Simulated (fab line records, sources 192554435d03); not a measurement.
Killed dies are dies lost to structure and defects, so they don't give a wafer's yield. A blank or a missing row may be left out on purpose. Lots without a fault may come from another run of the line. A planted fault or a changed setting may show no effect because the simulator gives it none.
A struck lot beside a sound one | flow n5_finfet | 21 steps out of a route of 1938
Sound: wafers L411.3, L411.5, L411.6. Struck: wafers L422.1, L422.3, L422.4. The cause comes at the end.
At each step with rows: each side's tool, then ch and its chambers, then its first start. Under that, the readings that differ: sound wafers | struck wafers | difference of the means | sigmas: that difference in standard deviations of wafers without a fault.
alike: readings whose means differ by less than 2 such deviations, and words and numbers that are the same on both sides. not compared: withheld readings, readings that some wafer has no value for, bounds like >300 that may hide the same value, and numbers for which the record gives no deviation and whose values overlap.
The two part at a step that has a row with sigmas, a row that says differs or no value, or rows on one side only. Numbers that don't overlap but have no deviation are shown without sigmas and don't part them. A reading that every wafer of one side lacks parts them only if that side has two wafers or more.

first, 10 steps without rows for these wafers: N5_BEOL_M9_DESCUM_16 (chemistry O2, time 7.9 s); N5_BEOL_M9_ETCH_61 (etches SiARC in CF4, target depth 39 nm, time 65 s); N5_BEOL_M9_ETCH_62 (etches SOC in N2/H2, target depth 110 nm, overetch 22 nm, time 165 s); N5_BEOL_M9_STRIP_68 (strips in N2/H2); N5_BEOL_M9_STRIP_67 (strips in CF4); N5_BEOL_M9_HM_OPEN_17 (chemistry Cl2/BCl3, target TiN, target depth 20 nm, overetch 6 nm); N5_BEOL_M9_STRIP_19 (strips in O2); N5_BEOL_M9_COAT_63 (time 60 s, resist thk 60 nm); N5_BEOL_M9_COAT_64 (time 60 s, resist thk 12 nm); N5_BEOL_M9_COAT_75 (time 60 s, resist thk 5 nm).
N5_BEOL_M9_COAT_22: resist thk 30 nm.
  sound on litho_track-02 ch 0, day 10 11:46; struck on litho_track-02 ch 0, day 13 20:44
  reading                                      | sound                | struck               | difference | sigmas
  spin_speed_rpm (rpm)                         | 1499.0 1499.1 1498.6 | 1440.7 1441.6 1441.2 | -57.7      | -52
  model.CAR-EUV_of_BEOL_M9_COAT_22.thk_nm (nm) | 30 30 30             | 30.6 30.6 30.6       | +0.6       |
  alike: exhaust_pa
then, 7 steps without rows for these wafers: N5_BEOL_M9_EBR_24; N5_BEOL_M9_SOFTBAKE_23 (time 60 s); N5_BEOL_M9_EXPOSE_25 (exposes mask V8); N5_BEOL_M9_PEB_26 (peb time 60 s); N5_BEOL_M9_DEVELOP_27 (develop time 30 s); N5_BEOL_M9_DESCUM_33 (chemistry O2, time 7 s); N5_BEOL_M9_ETCH_76 (etches underlayer in N2/H2, target depth 6.5 nm, time 5.2 s).
N5_BEOL_M9_ETCH_65: etches SiARC in CF4, target depth 15.6 nm, time 26 s.
  sound on rie_diel-05 ch 0,2, day 10 12:12; struck on rie_diel-05 ch 0,1,2, day 13 21:10
  reading                                      | sound      | struck         | difference | sigmas
  model.CAR-EUV_of_BEOL_M9_COAT_22.thk_nm (nm) | 11 11.2 11 | 11.8 11.6 11.6 | +0.6       |
  alike: chamber_pressure_mTorr, drypump_motor_current_A, etch_rf_on_time_s, mfc_ar_sccm, oes_product_au, rf_vpp_V, showerhead_plenum_p_Torr, throttle_valve_pct
  not compared: rf_hours_counter_h
then, 1 step without rows for these wafers: N5_BEOL_M9_ETCH_66 (etches SOC in N2/H2, target depth 80 nm, overetch 16 nm, time 120 s).
N5_PASSIVATION_PROBE_49:
  the record has rows for the sound wafers here (prober-01, day 12 22:50) and none for the struck ones

WHERE THEY PART
First at N5_BEOL_M9_COAT_22; last, within this record, at N5_PASSIVATION_PROBE_49.

WHY: what the simulator had put in
Process parameter drift: litho_track-02, from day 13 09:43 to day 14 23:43, at N5_BEOL_M9_COAT_22. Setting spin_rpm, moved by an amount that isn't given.
